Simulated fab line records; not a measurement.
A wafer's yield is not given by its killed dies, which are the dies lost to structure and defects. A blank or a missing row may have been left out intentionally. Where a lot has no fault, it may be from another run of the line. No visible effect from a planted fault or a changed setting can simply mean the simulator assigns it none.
Which tool was responsible? | flow nandHarc | 12 lots with 36 wafers sampled at 4 steps, on a route of 1302 steps

## WHAT THE GAUGES READ, wafer by wafer
The record holds no reading of a measuring or inspecting step that can be judged against a usual standard deviation.

## WHICH TOOL RAN EACH LOT (tool, then ch and the chambers of the sampled wafers, then the start)
lot  | NHARC_A_WL_FILL_ALD_10          | NHARC_A_WL_FILL_CVD_23          | NHARC_A_WL_FILL_ETCHBACK_26     | NHARC_A_WL_FILL_ALD_19
L402 | aldHk-03 ch 0,2, day 21 03:01   | lpcvdPoly-04 ch 0, day 21 10:23 | rieSi-02 ch 2,3, day 21 13:00   | aldMetal-01 ch 0,1,2, day 21 13:16
L401 | aldHk-04 ch 1,2,3, day 21 04:26 | lpcvdPoly-04 ch 0, day 21 10:23 | rieSi-03 ch 0,1, day 21 13:01   | aldMetal-03 ch 1,3, day 21 13:18
L405 | aldHk-01 ch 0,2, day 21 22:43   | lpcvdPoly-04 ch 0, day 22 05:40 | rieSi-02 ch 2,3, day 22 08:14   | aldMetal-01 ch 1,3, day 22 08:31
L407 | aldHk-04 ch 0,1, day 22 11:58   | lpcvdPoly-02 ch 0, day 22 19:28 | rieSi-03 ch 0,3, day 22 22:02   | aldMetal-03 ch 0,1, day 22 22:19
L409 | aldHk-01 ch 1,2,3, day 23 20:10 | lpcvdPoly-02 ch 0, day 24 03:38 | rieSi-04 ch 1,2,3, day 24 06:13 | aldMetal-01 ch 0,2,3, day 24 06:29
L411 | aldHk-01 ch 2,3, day 24 18:01   | lpcvdPoly-03 ch 0, day 25 00:52 | rieSi-02 ch 1,2,3, day 25 03:26 | aldMetal-03 ch 1,2, day 25 03:41
L410 | aldHk-04 ch 0,3, day 24 18:42   | lpcvdPoly-03 ch 0, day 25 00:52 | rieSi-04 ch 0,3, day 25 03:25   | aldMetal-01 ch 1,2, day 25 03:44
L414 | aldHk-03 ch 0,1,2, day 26 15:15 | lpcvdPoly-02, day 26 21:43      | rieSi-04 ch 1,2, day 27 00:19   | aldMetal-02 ch 0,1,3, day 27 00:38
L417 | aldHk-01 ch 0,1,3, day 26 20:44 | lpcvdPoly-03, day 27 03:35      | rieSi-03 ch 1,2, day 27 06:11   | aldMetal-01 ch 0,2, day 27 06:28
L416 | aldHk-01 ch 1,3, day 26 23:18   | lpcvdPoly-03 ch 0, day 27 06:41 | rieSi-03 ch 0,2,3, day 27 09:17 | aldMetal-02 ch 2,3, day 27 09:32
L421 | aldHk-03 ch 0,1, day 28 22:28   | lpcvdPoly-03 ch 0, day 29 05:52 | rieSi-03 ch 2,3, day 29 08:26   | aldMetal-03 ch 0,3, day 29 08:42
L423 | aldHk-04 ch 1,2,3, day 30 18:23 | lpcvdPoly-02 ch 0, day 31 00:59 | rieSi-02 ch 1,2,3, day 31 03:35 | aldMetal-01 ch 0,1,2, day 31 03:52
- NHARC_A_WL_FILL_ALD_10: deposits SiO2, target thk 50 nm, pulse time 10 s, ald cycles 500.
- NHARC_A_WL_FILL_CVD_23: deposits poly-Si, target thk 40 nm, time 800 s.
- NHARC_A_WL_FILL_ETCHBACK_26: etches the open film in HBr, target depth 52 nm, time 13.3 s.
- NHARC_A_WL_FILL_ALD_19: deposits TiN, target thk 2 nm, pulse time 3 s, ald cycles 100.

## AS READ BY THE TOOLS THEMSELVES (means over the sampled wafers that have a number; for cases with no such wafer, the mark the record gives instead)
NHARC_A_WL_FILL_ALD_10. Usual: heaterPowerW 479 W, standard deviation 61; precursorPulseHeightRel 1.001, standard deviation 0.019.
lot  | tool     | heaterPowerW (W) | precursorPulseHeightRel | flag
L402 | aldHk-03 | 594              | 1.001                   | 
L401 | aldHk-04 | 448              | 1.007                   | 
L405 | aldHk-01 | 470              | 1.018                   | 
L407 | aldHk-04 | 476              | 1.003                   | 
L409 | aldHk-01 | 470              | 1.008                   | 
L411 | aldHk-01 | 520              | 1.017                   | 
L410 | aldHk-04 | 460              | 0.990                   | 
L414 | aldHk-03 | 506              | 0.988                   | 
L417 | aldHk-01 | 453              | 0.997                   | 
L416 | aldHk-01 | 447              | 1.004                   | 
L421 | aldHk-03 | 457              | 0.981                   | 
L423 | aldHk-04 | 474              | 0.999                   | 

NHARC_A_WL_FILL_CVD_23. Usual: pressureMtorr 200.1 mTorr, standard deviation 0.37; runLengthS 801.8 s, standard deviation 0.55; zonePowerTopPct 19.8 %, standard deviation 2.
lot  | tool         | pressureMtorr (mTorr) | runLengthS (s) | zonePowerTopPct (%) | flag
L402 | lpcvdPoly-04 | 200.3                 | 801.5          | 22.2                | 
L401 | lpcvdPoly-04 | 199.7                 | 801.0          | 22.5                | 
L405 | lpcvdPoly-04 | 199.9                 | 801.2          | 22.8                | 
L407 | lpcvdPoly-02 | 200.4                 | 801.9          | 16.7                | 
L409 | lpcvdPoly-02 | 199.9                 | 801.5          | 17.0                | 
L411 | lpcvdPoly-03 | 200.1                 | 802.4          | 19.6                | 
L410 | lpcvdPoly-03 | 200.4                 | 802.2          | 19.7                | 
L414 | lpcvdPoly-02 | -                     | -              | -                   | OFF
L417 | lpcvdPoly-03 | -                     | -              | -                   | OFF
L416 | lpcvdPoly-03 | 199.6                 | 802.2          | 19.7                | 
L421 | lpcvdPoly-03 | 200.1                 | 802.2          | 19.7                | 
L423 | lpcvdPoly-02 | 200.6                 | 801.0          | 16.9                | 

NHARC_A_WL_FILL_ETCHBACK_26. Usual: drypumpMotorCurrentA 5.6 A, standard deviation 0.43; oesProductAu 1.003 a.u., standard deviation 0.0093; rfFwdPowerW 343.1 W, standard deviation 1.7; throttleValvePct 23.266 %, standard deviation 0.01.
lot  | tool     | drypumpMotorCurrentA (A) | oesProductAu (a.u.) | rfFwdPowerW (W) | throttleValvePct (%) | flag
L402 | rieSi-02 | 5.9                      | 1.005               | 344.1           | 23.252               | 
L401 | rieSi-03 | 5.0                      | 1.002               | 342.9           | 23.259               | 
L405 | rieSi-02 | 5.9                      | 0.998               | 343.2           | 23.269               | 
L407 | rieSi-03 | 5.6                      | 1.002               | 344.4           | 23.265               | 
L409 | rieSi-04 | 5.7                      | 1.005               | 341.8           | 23.262               | 
L411 | rieSi-02 | 6.0                      | 1.004               | 344.8           | 23.277               | 
L410 | rieSi-04 | 5.9                      | 1.009               | 344.0           | 23.260               | 
L414 | rieSi-04 | 5.5                      | 1.009               | 342.2           | 23.271               | 
L417 | rieSi-03 | 5.3                      | 1.013               | 342.0           | 23.269               | 
L416 | rieSi-03 | 5.5                      | 1.004               | 344.2           | 23.264               | 
L421 | rieSi-03 | 5.6                      | 1.002               | 344.0           | 23.259               | 
L423 | rieSi-02 | 6.0                      | 1.001               | 343.4           | 23.264               | 

NHARC_A_WL_FILL_ALD_19. Usual: heaterPowerW 1045 W, standard deviation 120; precursorPulseHeightRel 1.001, standard deviation 0.021.
lot  | tool        | heaterPowerW (W) | precursorPulseHeightRel | flag
L402 | aldMetal-01 | 1038             | 0.996                   | 
L401 | aldMetal-03 | 1111             | 0.990                   | 
L405 | aldMetal-01 | 1005             | 1.001                   | 
L407 | aldMetal-03 | 991              | 1.024                   | 
L409 | aldMetal-01 | 1152             | 1.003                   | 
L411 | aldMetal-03 | 987              | 0.998                   | 
L410 | aldMetal-01 | 932              | 1.012                   | 
L414 | aldMetal-02 | 950              | 1.014                   | 
L417 | aldMetal-01 | 1183             | 1.011                   | 
L416 | aldMetal-02 | 1135             | 0.975                   | 
L421 | aldMetal-03 | 1037             | 1.001                   | 
L423 | aldMetal-01 | 1054             | 1.004                   | 

## THE ANSWER, worked out from the rows above alone
Rule: take the mean of a lot's wafers that have a number; if it is more than 3 standard deviations from the usual mean, the lot is off. A lot without any number at a reading at which 4 lots or more have one is off too. Where the step has rows for the other lots, those lots are counted as sound. The gauges are gone through in route order, then the tools' own readings, and for those a lot's mean is taken as printed above. The first step at which some lot is off is used, and at that step the reading that is off furthest; a lot without a number counts as furthest.
Off at NHARC_A_WL_FILL_CVD_23 (pressureMtorr): L414, L417. Without a number there: L414, L417.
If a tool, at that step or one of the process steps before it, ran each lot that is off and ran no sound lot following the first of them, it fits. None of those tried fits.

## WHAT THE SIMULATOR HAD INSERTED
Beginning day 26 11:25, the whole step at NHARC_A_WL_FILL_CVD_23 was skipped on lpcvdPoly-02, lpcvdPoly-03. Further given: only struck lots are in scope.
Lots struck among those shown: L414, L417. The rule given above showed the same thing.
